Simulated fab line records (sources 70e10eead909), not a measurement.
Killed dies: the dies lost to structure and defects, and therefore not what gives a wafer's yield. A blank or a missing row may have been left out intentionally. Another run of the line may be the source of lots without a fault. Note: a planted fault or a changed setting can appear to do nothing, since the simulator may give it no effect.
Comparing a struck lot with a sound one	flow nand harc	14 steps out of a route of 1302
Sound: these wafers, L304.1, L304.4, L304.6. The struck wafers were L321.3, L321.5. The cause comes at the end.
Order at every step that has rows: each side's tool, ch and its chambers, its first start. Under that, the readings that differ: sound wafers	struck wafers	difference of the means	sigmas: that difference in standard deviations of wafers without a fault.
alike: readings whose means differ by less than 2 such deviations, and words and numbers that are the same on both sides. not compared: withheld readings, readings that some wafer has no value for, bounds like >300 that may hide the same value, and numbers for which the record gives no deviation and whose values overlap.
A row with sigmas, a row that says differs or no value, or rows on one side alone: a step with any of these is where the two part. Non-overlapping numbers with no deviation appear without sigmas and do not part them. A reading that every wafer of one side lacks parts them only if that side has two wafers or more.

first, 9 steps without rows for these wafers: NHARC_A_STAIRCASE_DEHYDRATE_176 (time 120 s); NHARC_A_STAIRCASE_HMDS_177 (time 30 s); NHARC_A_STAIRCASE_COAT_178; NHARC_A_STAIRCASE_SOFTBAKE_179 (time 170 s); NHARC_A_STAIRCASE_EBR_180; NHARC_A_STAIRCASE_EXPOSE_181 (exposes mask STAIR 2); NHARC_A_STAIRCASE_PEB_182 (peb time 130 s); NHARC_A_STAIRCASE_DEVELOP_183 (time 140 s); NHARC_A_STAIRCASE_HARDBAKE_185 (time 140 s).
NHARC_A_STAIRCASE_DESCUM_186: chemistry O2, time 3 s.
  sound on rie diel-11 ch 0,3, day 15 14:46; struck on rie diel-11 ch 0,2, day 22 13:05
  alike: drypump motor current A, oes product au, rf vpp V, showerhead plenum p Torr, throttle valve pct
  not compared: rf hours counter h
NHARC_A_STAIRCASE_TRIM_187: chemistry O2, time 211.2 s.
  sound on rie diel-11 ch 0,1,2, day 15 14:52; struck on rie diel-11 ch 0,2, day 22 13:11
  alike: drypump motor current A, oes product au, rf vpp V, showerhead plenum p Torr, throttle valve pct
  not compared: rf hours counter h
NHARC_A_STAIRCASE_ETCH_188: etches the open film in C4F8/O2, target depth 100 nm, time 40.5 s.
  sound on rie diel-11 ch 1,2,3, day 15 15:01; struck on rie diel-11 ch 0,3, day 22 13:19
reading	sound	struck	difference	sigmas
run length s (s)	62.2 62.8 61.7	59.0 59.7	-2.9	-6
  alike: oes product au, rf vpp V
  not compared: rf hours counter h
NHARC_A_STAIRCASE_TRIM_189: chemistry O2, time 211.2 s.
  sound on rie diel-11 ch 1,2,3; struck on rie diel-11 ch 2
reading	sound	struck	difference	sigmas
showerhead plenum p Torr (Torr)	3.28 3.67 3.42	3.80 3.80	+0.34	+2
  alike: drypump motor current A, oes product au, rf vpp V, throttle valve pct
  not compared: rf hours counter h
-- record jumps: 8 days between struck wafers' starts before vs after; left off in module A_STAIRCASE, resumes in module END, first step shown is number 1302 of the route --
NHARC_END_SORT_01:
  at this point the record logs the struck wafers (prober-02 ch 0, day 31 00:11) and has no rows for the sound ones

WHERE THEY PART
First at NHARC_A_STAIRCASE_ETCH_188; last, within this record, at NHARC_END_SORT_01.

WHY: what had been put in by the simulator
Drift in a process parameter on rie diel-11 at NHARC_A_STAIRCASE_ETCH_188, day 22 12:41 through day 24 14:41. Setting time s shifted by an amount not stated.
